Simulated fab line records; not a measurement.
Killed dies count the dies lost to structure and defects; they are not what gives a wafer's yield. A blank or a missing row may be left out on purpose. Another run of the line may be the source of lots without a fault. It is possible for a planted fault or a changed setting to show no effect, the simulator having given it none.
Problem report in the 8D (eight disciplines) form, filled by code | flow n5 finfet | the parts of the form that need people (team, actions taken, sign-off) are left out

## 1. THE PROBLEM
At N5_PASSIVATION_PROBE_49, killed at contacts averages 1068 over 6 wafers from 2 lots, while fault-free wafers read 11, standard deviation 4.8. That is +99 or more standard deviations from the usual mean.
First seen on wafer L782.1, day 16 01:40, on prober-02. At this step, 15 wafers from 5 lots have a number in the record. Rule for "out" (also "out of limits"): further than 4 standard deviations from the usual mean. The rest of the wafers with a number are treated as sound.

## 2. WHAT THIS IS AND IS NOT
question                    | is                                                                                                                     | is not
which readings at this step | killed at contacts, defect limited yield, killed dies, killed on rim, sort_bin_5_function, sort n pass, sort yield pct | killed_at_M0_to_M3, killed_at_M4_up, killed at front end, killed at other, killed short
which lots                  | L781, L782                                                                                                             | L774, L786, L787
which wafers of those lots  | all that have a number                                                                                                 | -
read on which tools         | prober-01, prober-02                                                                                                   | -
when                        | from day 16 01:40                                                                                                      | up to then (3 sound wafers); but 6 sound wafers of L786, L787 came after

## 3. SUSPECTS, AND WHAT RULES EACH OUT
Counting: a tool stays on the suspect list if, at a process step up to the reading, it processed all lots that are out and no sound lot following the first of them.
- cmp-04 at N5_MOL_CONTACT_COAG_CMP_23 (polishes, stops on SiO2, t overpolish 1.5 s, target thk 0 nm): ruled out as a lasting fault. The sound lots L786, L787 went through it after L781, its earliest lot that is out (day 8 18:17).
- rie diel-05 at N5_MOL_CONTACT_COAG_ETCH_90 (etches SiARC in CF4, target depth 13 nm, time 21.7 s): ruled out as a lasting fault. The sound lots L786 went through it after L781, its earliest lot that is out (day 9 00:35).
- rie diel-01 at N5_MOL_CONTACT_COAG_ETCH_91 (etches SOC in N2/H2, target depth 60 nm, overetch 21 nm, time 101.2 s): kept. All lots that are out passed through it, beginning with L781 at day 9 01:11, and no sound lot followed; its final sound lot before that point was L774 at day 7 10:32.
- rie diel-01 at N5_MOL_CONTACT_COAG_STRIP_96 (strips in N2/H2): kept. All lots that are out passed through it, beginning with L781 at day 9 01:22, and no sound lot followed; its final sound lot before that point was L774 at day 7 10:43.
Left after counting: rie diel-01 at N5_MOL_CONTACT_COAG_ETCH_91, rie diel-01 at N5_MOL_CONTACT_COAG_STRIP_96.

## 4. THE CAUSE (what the simulator had put in)
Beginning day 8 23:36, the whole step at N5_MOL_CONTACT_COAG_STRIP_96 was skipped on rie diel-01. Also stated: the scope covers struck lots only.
This tool is one of the 2 suspects left after counting.

## 5. THE EFFECT CHAIN, in route order
Rows list readings where the struck wafers' mean (over those with a number) sits beyond 3 standard deviations from the usual. Readings are gone through only where the record gives a usual standard deviation; hours: the median, over the lots, of the time from a lot's start at the first step in this table giving one to that lot's start at this step; sigmas: the change measured in usual standard deviations.
hours | step                    | reading              | usual  | on struck wafers | change | sigmas
0     | N5_PASSIVATION_PROBE_49 | defect limited yield | 91.0 % | 0.0              | -91.0  | -61
0     | N5_PASSIVATION_PROBE_49 | killed at contacts   | 11     | 1068             | +1057  | +99 or more
0     | N5_PASSIVATION_PROBE_49 | killed dies          | 106    | 1180             | +1074  | +60
0     | N5_PASSIVATION_PROBE_49 | killed on rim        | 13     | 152              | +139   | +31
0     | N5_PASSIVATION_PROBE_49 | sort_bin_5_function  | 5.3 %  | 95.7             | +90.4  | +90
0     | N5_PASSIVATION_PROBE_49 | sort n pass          | 1074   | 0                | -1074  | -60
0     | N5_PASSIVATION_PROBE_49 | sort yield pct       | 91.0 % | 0.0              | -91.0  | -61
Process steps it contains:
- N5_PASSIVATION_PROBE_49
Readings that are blank on the struck wafers while sound wafers have them: bias power w at N5_MOL_CONTACT_COAG_STRIP_96; chamber pressure mTorr at N5_MOL_CONTACT_COAG_STRIP_96; drypump motor current A at N5_MOL_CONTACT_COAG_STRIP_96; n2 flow sccm at N5_MOL_CONTACT_COAG_STRIP_96; oes product au at N5_MOL_CONTACT_COAG_STRIP_96; power w at N5_MOL_CONTACT_COAG_STRIP_96; rf vpp V at N5_MOL_CONTACT_COAG_STRIP_96; showerhead plenum p Torr at N5_MOL_CONTACT_COAG_STRIP_96; and 1 more.

## 6. WHAT WOULD HAVE CAUGHT IT SOONER
In this record no reading fell out of limits until day 16 01:40, 170 hours after the fault had begun at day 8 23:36.
At N5_MOL_CONTACT_COAG_STRIP_96 the tool's readings are blank on the struck wafers, where sound wafers have them: an empty tool record is the first sign, and it was there at once.
Each of the lots that are out, 2 in all, had begun N5_MOL_CONTACT_COAG_STRIP_96 on rie diel-01 no later than day 16 01:40. None of them would have been spared by holding the tool at that moment.
